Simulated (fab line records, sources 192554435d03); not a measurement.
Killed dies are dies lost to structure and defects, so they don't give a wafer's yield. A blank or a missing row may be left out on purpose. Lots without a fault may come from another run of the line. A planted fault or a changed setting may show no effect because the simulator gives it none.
Which tool did it? | flow n5_finfet | 9 lots, 27 wafers sampled, at 5 steps of a route of 1938

WHAT THE GAUGES READ, wafer by wafer
N5_BEOL_M4_RC_MEAS_101.
lot  | measured     | on        | DIBL_N (mV/V)
L479 | day 9 11:22  | prober-02 | 36.7 37.9 36.8
L480 | day 8 19:53  | prober-01 | 34.6 35.1 35.3
L481 | day 9 23:38  | prober-01 | 36.5 37.5 36.6
L485 | day 10 18:29 | prober-02 | 37.6 35.8 35.3
L494 | day 12 10:00 | prober-02 | 36.0 36.0 36.0
L495 | day 13 11:38 | prober-02 | 35.0 35.3 34.5
L496 | day 13 11:45 | prober-01 | 35.0 35.9 35.8
L497 | day 13 12:34 | prober-02 | 35.0 35.4 34.6
L500 | day 13 19:12 | prober-01 | 35.7 37.4 36.5

WHICH TOOL RAN EACH LOT (tool, then ch and the chambers of the sampled wafers, then the start)
lot  | N5_HKMG_FIN_PWFM_ALD_03            | N5_HKMG_FIN_ETCH_35               | N5_HKMG_FIN_ETCH_86               | N5_HKMG_FIN_ALD_71
L479 | ald_metal-01 ch 1,2,3, day 4 14:03 | rie_diel-01 ch 1,2, day 4 15:09   | rie_diel-01 ch 1,2,3, day 4 16:25 | ald_metal-03 ch 2,3, day 4 17:08
L480 | ald_metal-03 ch 2,3, day 4 15:49   | rie_diel-01 ch 1,2, day 4 17:06   | rie_diel-01 ch 1,3, day 4 18:07   | ald_metal-01 ch 0,2,3, day 4 18:51
L481 | ald_metal-04 ch 2,3, day 5 06:52   | rie_diel-01 ch 0,1,3, day 5 08:06 | rie_diel-06 ch 0,3, day 5 09:07   | ald_metal-01 ch 0,1,3, day 5 09:51
L485 | ald_metal-01 ch 0,2,3, day 5 23:12 | rie_diel-03 ch 0,3, day 6 00:18   | rie_diel-03 ch 0,1,3, day 6 01:39 | ald_metal-01 ch 1,3, day 6 02:23
L494 | ald_metal-01 ch 0,1,3, day 8 01:52 | rie_diel-01 ch 0,1, day 8 03:10   | rie_diel-01 ch 1,2, day 8 04:14   | ald_metal-03 ch 0,1,3, day 8 04:59
L495 | ald_metal-01 ch 2,3, day 8 10:58   | rie_diel-06 ch 1,3, day 8 12:17   | rie_diel-06 ch 0,1,3, day 8 13:20 | ald_metal-03 ch 1,2,3, day 8 14:04
L496 | ald_metal-03 ch 0,1,3, day 8 16:29 | rie_diel-01 ch 0,2, day 8 17:35   | rie_diel-01 ch 1,2, day 8 18:36   | ald_metal-01 ch 0,1,2, day 8 19:20
L497 | ald_metal-01 ch 0,1,3, day 9 00:52 | rie_diel-06 ch 1,2, day 9 02:08   | rie_diel-03 ch 0,2,3, day 9 03:08 | ald_metal-04 ch 2,3, day 9 03:53
L500 | ald_metal-04 ch 0,1,3, day 9 17:07 | rie_diel-03 ch 0,1, day 9 18:13   | rie_diel-03 ch 0,1,3, day 9 19:20 | ald_metal-03 ch 2,3, day 9 20:04
- N5_HKMG_FIN_PWFM_ALD_03: deposits TiN, target thk 2 nm, pulse time 1 s, purge time 3 s.
- N5_HKMG_FIN_ETCH_35: etches SOC in N2/H2, target depth 215.8 nm, time 243.4 s.
- N5_HKMG_FIN_ETCH_86: etches SOC in N2/H2, stops on TiN, target depth 393.2 nm.
- N5_HKMG_FIN_ALD_71: deposits TiN, target thk 1 nm, pulse time 1 s, purge time 3 s.

THE ANSWER, worked out from the rows above alone
Rule: what is usual is taken from the lots themselves. Put in order of their means at a reading, lots are off if they are a third of the lots or fewer, leave a main group of 4 or more, and stand apart from it by a gap of 3 or more times the standard deviation of the main group's means; of several such gaps the widest counts. A main group whose means are all the same, to the digits that the tables above print for the reading, isn't used. A lot without any number at a reading at which 4 lots or more have one is off too. The other lots that the step has rows for count as sound.
No lot is off at any reading shown: from this, nothing can be told.

WHAT THE SIMULATOR HAD PUT IN
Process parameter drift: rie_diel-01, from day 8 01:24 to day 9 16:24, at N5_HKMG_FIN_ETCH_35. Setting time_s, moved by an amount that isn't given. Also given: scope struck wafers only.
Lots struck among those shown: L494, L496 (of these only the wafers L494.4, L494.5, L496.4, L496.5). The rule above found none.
